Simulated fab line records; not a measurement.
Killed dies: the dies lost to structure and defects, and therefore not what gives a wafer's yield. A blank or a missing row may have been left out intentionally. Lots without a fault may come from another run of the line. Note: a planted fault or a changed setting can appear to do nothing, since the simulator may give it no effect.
Matching of chambers + flow n5-finfet + 4 sister chambers for N5_BEOL_M13_DESCUM_15 on rie-diel-03
The step chemistry O2, time 7.9 s. 4 wafers are shown with their chamber, then 8 later ones without.

== WAFERS PAIRED WITH THEIR CHAMBERS ==
| wafer  | chamber | showerhead-plenum-p-Torr (Torr) |
|--------|---------|---------------------------------|
| L084.6 | 0       | 2.23                            |
| L087.1 | 3       | 2.02                            |
| L087.5 | 1       | 2.12                            |
| L081.1 | 2       | 2.20                            |

== WAFERS MISSING THEIR CHAMBER ==
| wafer  | showerhead-plenum-p-Torr (Torr) |
|--------|---------------------------------|
| L081.3 | 2.23                            |
| L081.5 | 2.23                            |
| L090.3 | 2.02                            |
| L090.5 | 2.12                            |
| L090.6 | 2.02                            |
| L096.3 | 2.11                            |
| L096.4 | 2.22                            |
| L096.5 | 2.11                            |

== WHICH CHAMBER EACH WENT THROUGH ==
| wafer  | from the rows above     | in truth |
|--------|-------------------------|----------|
| L081.3 | 0                       | 0        |
| L081.5 | 0                       | 0        |
| L090.3 | 3                       | 3        |
| L090.5 | 1                       | 1        |
| L090.6 | 3                       | 3        |
| L096.3 | 1                       | 1        |
| L096.4 | can't be placed: 0 or 2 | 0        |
| L096.5 | 1                       | 1        |
Correct placement for 7 of the 8. Can't be placed from these rows: 1 (the true chamber is among the candidates in 1). Placed wrongly: 0.
How it was worked out, from the rows above alone: a wafer's distance from a chamber is the root of the sum, over the readings, of the square of ((its reading less the chamber's mean) divided by the reading's scatter). The wafer belongs to the nearest chamber; if the next one is less than 2 further off, it can't be placed. Each chamber's mean is taken over the wafers shown for it. The scatter (one wafer shown for each chamber): square how far every hidden wafer sits from the nearest shown wafer, average those squares and take the square root.
